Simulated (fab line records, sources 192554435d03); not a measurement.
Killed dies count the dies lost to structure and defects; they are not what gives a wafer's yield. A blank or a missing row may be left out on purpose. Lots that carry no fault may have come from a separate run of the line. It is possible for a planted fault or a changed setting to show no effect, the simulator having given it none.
Chamber matching    flow n5 finfet    N5_BEOL_M4_CO_CAP_55 on cvd co-01: 3 sister chambers
The step material Co, precursor CCTBA/H2, target thk 2 nm, time 102.1 s. 3 wafers are shown with their chamber, then 12 later ones without.

WAFERS, EACH WITH ITS CHAMBER
wafer   chamber  heater power w (W)
L092.1  2        220
L092.2  1        226
L092.3  0        224

WAFERS WITHOUT THEIR CHAMBER
wafer   heater power w (W)
L091.1  223
L091.2  218
L091.3  232
L093.2  231
L093.3  226
L093.4  222
L097.2  218
L097.4  225
L097.5  236
L095.2  222
L095.3  233
L095.4  232

WHICH CHAMBER EACH ONE RAN IN
wafer   from the rows above           in truth
L091.1  can't be placed: 0 or 1 or 2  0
L091.2  can't be placed: 2 or 0 or 1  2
L091.3  can't be placed: 1 or 0 or 2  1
L093.2  can't be placed: 1 or 0 or 2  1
L093.3  can't be placed: 1 or 0 or 2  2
L093.4  can't be placed: 0 or 2 or 1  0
L097.2  can't be placed: 2 or 0 or 1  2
L097.4  can't be placed: 0 or 1 or 2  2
L097.5  can't be placed: 1 or 0 or 2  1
L095.2  can't be placed: 0 or 2 or 1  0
L095.3  can't be placed: 1 or 0 or 2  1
L095.4  can't be placed: 1 or 0 or 2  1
0 of 12 placed correctly. Can't be placed from these rows: 12 (the true chamber is among the candidates in 12). 0 placed wrongly.
How it was worked out, from the rows above alone: a wafer's distance from a chamber is the root of the sum, over the readings, of the square of ((its reading less the chamber's mean) divided by the reading's scatter). The wafer belongs to the nearest chamber; if the next one is less than 2 further off, it can't be placed. A chamber's mean is the mean of its shown wafers. The scatter: root of mean squared gap, hidden wafer to nearest shown wafer, with one shown wafer a chamber.
